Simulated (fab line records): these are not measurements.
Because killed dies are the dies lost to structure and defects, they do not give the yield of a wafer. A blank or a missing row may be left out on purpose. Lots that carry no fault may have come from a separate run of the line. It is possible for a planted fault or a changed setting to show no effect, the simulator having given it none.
The same fault as seen by 2 desks -- flow n5Finfet -- each desk holds nothing but its own numbers, with what lay behind them at the end

FROM THE METROLOGY DESK
What the gauges read, lot by lot, whatever tool the lot ran on: means of the sampled wafers that have a number. A lot is out of limits, marked OUT, if its mean lies more than 4 standard deviations from the usual mean; the brackets give that distance.
Columns: A = thkNm at N5_SD_EPI_N_EPI_MEAS_23, usual 58.9 nm
lot,first seen here,A
L270,day 3 04:55,60.1
L271,day 3 12:22,59.2
L272,day 3 17:37,59.4
L274,day 4 04:55,58.7
L276,day 4 16:08,58.4
L277,day 4 23:01,59.1
L278,day 5 06:10,57.6
L283,day 6 11:27,57.8
L285,day 6 21:55,55.6
L290,day 8 06:57,58.8
L291,day 8 11:51,59.3
This desk's verdict: no lot among the 11 shows anything out of limits.

FOR THE TOOL OWNER'S DESK: epiRpcvd-03
The tool's own readings at N5_SD_EPI_N_EPI_21 (deposits Si:P, time 690 s): means of the sampled wafers that have a number, for each lot that ran on this tool. A lot is out of limits, marked OUT, if its mean lies more than 4 standard deviations from the usual mean; the brackets give that distance.
Columns: A = chamberPressureTorr at N5_SD_EPI_N_EPI_21, usual 255.0 Torr
lot,first seen here,A
L271,day 3 10:38,255.3
L272,day 3 15:20,255.1
L274,day 4 03:29,254.8
L277,day 4 21:34,254.5
L278,day 5 04:26,256.1
L285,day 6 20:11,255.2
This desk's verdict: no lot among the 6 shows anything out of limits.

BROUGHT TOGETHER
The metrology desk saw nothing out of limits.
Nothing out of limits was seen by the tool owner's desk.

WHAT HAD BEEN PUT IN BY THE SIMULATOR
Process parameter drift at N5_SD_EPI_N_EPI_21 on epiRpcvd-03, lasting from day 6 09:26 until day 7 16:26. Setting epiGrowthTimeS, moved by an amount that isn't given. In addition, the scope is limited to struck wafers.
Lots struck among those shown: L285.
